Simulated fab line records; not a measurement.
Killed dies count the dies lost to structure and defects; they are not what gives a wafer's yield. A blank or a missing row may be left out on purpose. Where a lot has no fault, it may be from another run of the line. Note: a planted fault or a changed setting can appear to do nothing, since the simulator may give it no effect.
Which of the tools did it? :: flow n5 finfet :: 27 wafers from 9 lots sampled at 3 of the route's 1938 steps

## WHAT THE GAUGES SHOWED, per wafer
N5_BEOL_M12_THK_MEAS_50: measures by xrf.
lot: L714
measured: day 12 03:32
on: film metro-02
M12_THK (nm): 318 326 327

lot: L715
measured: day 12 18:08
on: film metro-02
M12_THK (nm): 323 324 320

lot: L716
measured: day 12 22:41
on: film metro-02
M12_THK (nm): 313 317 315

lot: L717
measured: day 13 06:08
on: film metro-01
M12_THK (nm): 323 326 322

lot: L722
measured: day 14 07:30
on: film metro-02
M12_THK (nm): 323 328 328

lot: L724
measured: day 14 12:55
on: film metro-02
M12_THK (nm): 313 307 307

lot: L727
measured: day 15 14:35
on: film metro-01
M12_THK (nm): 314 313 320

lot: L728
measured: day 16 14:57
on: film metro-01
M12_THK (nm): 314 309 315

lot: L733
measured: day 18 08:26
on: film metro-01
M12_THK (nm): - - -

## WHAT TOOL EACH LOT RAN ON (gives the tool, then ch and the chambers of the sampled wafers, and finally the start)
lot: L714
N5_BEOL_M12_VIA_ETCH_16: rie diel-06 ch 1,2, day 11 15:37
N5_BEOL_M12_SPUTTER_45: pvd sputter-01, day 12 02:41

lot: L715
N5_BEOL_M12_VIA_ETCH_16: rie diel-06 ch 0,2, day 12 14:34
N5_BEOL_M12_SPUTTER_45: pvd sputter-02, day 12 17:16

lot: L716
N5_BEOL_M12_VIA_ETCH_16: rie diel-05 ch 2,3, day 12 15:47
N5_BEOL_M12_SPUTTER_45: pvd sputter-01, day 12 21:50

lot: L717
N5_BEOL_M12_VIA_ETCH_16: rie diel-04 ch 0,1,3, day 12 23:47
N5_BEOL_M12_SPUTTER_45: pvd sputter-02, day 13 05:16

lot: L722
N5_BEOL_M12_VIA_ETCH_16: rie diel-06 ch 1,2,3, day 14 02:27
N5_BEOL_M12_SPUTTER_45: pvd sputter-03, day 14 06:38

lot: L724
N5_BEOL_M12_VIA_ETCH_16: rie diel-05 ch 0,2,3, day 14 08:28
N5_BEOL_M12_SPUTTER_45: pvd sputter-03, day 14 11:52

lot: L727
N5_BEOL_M12_VIA_ETCH_16: rie diel-05 ch 1,2,3, day 15 08:58
N5_BEOL_M12_SPUTTER_45: pvd sputter-01, day 15 13:35

lot: L728
N5_BEOL_M12_VIA_ETCH_16: rie diel-06 ch 0,3, day 16 09:49
N5_BEOL_M12_SPUTTER_45: pvd sputter-02, day 16 14:06

lot: L733
N5_BEOL_M12_VIA_ETCH_16: rie diel-06 ch 0,1,3, day 18 05:13
N5_BEOL_M12_SPUTTER_45: pvd sputter-02, day 18 07:35
- N5_BEOL_M12_VIA_ETCH_16: etches SiOC in C4F8/O2/Ar, target depth 724.8 nm.
- N5_BEOL_M12_SPUTTER_45: material Cu, target thk 80 nm, time 13.33 s.

## THE ANSWER, worked out from the rows above alone
Rule: the usual values come from the lots themselves. Put in order of their means at a reading, lots are off if they are a third of the lots or fewer, leave a main group of 4 or more, and stand apart from it by a gap of 3 or more times the standard deviation of the main group's means; of several such gaps the widest counts. If all means in a main group match to the digits the tables above print for the reading, that group is not used. Also off: a lot with no number at a reading for which 4 or more lots have one. Where the step has rows for the other lots, those lots are counted as sound.
Off: at N5_BEOL_M12_THK_MEAS_50 (M12_THK), L733. Without a number there: L733. The main group: mean 319 nm, standard deviation 5.9.
A tool fits if, at a process step before that reading, it ran every lot that is off, and no sound lot after the first of them. Gauges at N5_BEOL_M12_THK_MEAS_50: tried the same way as those tools. Can't be told from this: 3 tools fit, rie diel-06 at N5_BEOL_M12_VIA_ETCH_16, pvd sputter-02 at N5_BEOL_M12_SPUTTER_45, film metro-01 at N5_BEOL_M12_THK_MEAS_50.

## WHAT WAS PUT IN BY THE SIMULATOR
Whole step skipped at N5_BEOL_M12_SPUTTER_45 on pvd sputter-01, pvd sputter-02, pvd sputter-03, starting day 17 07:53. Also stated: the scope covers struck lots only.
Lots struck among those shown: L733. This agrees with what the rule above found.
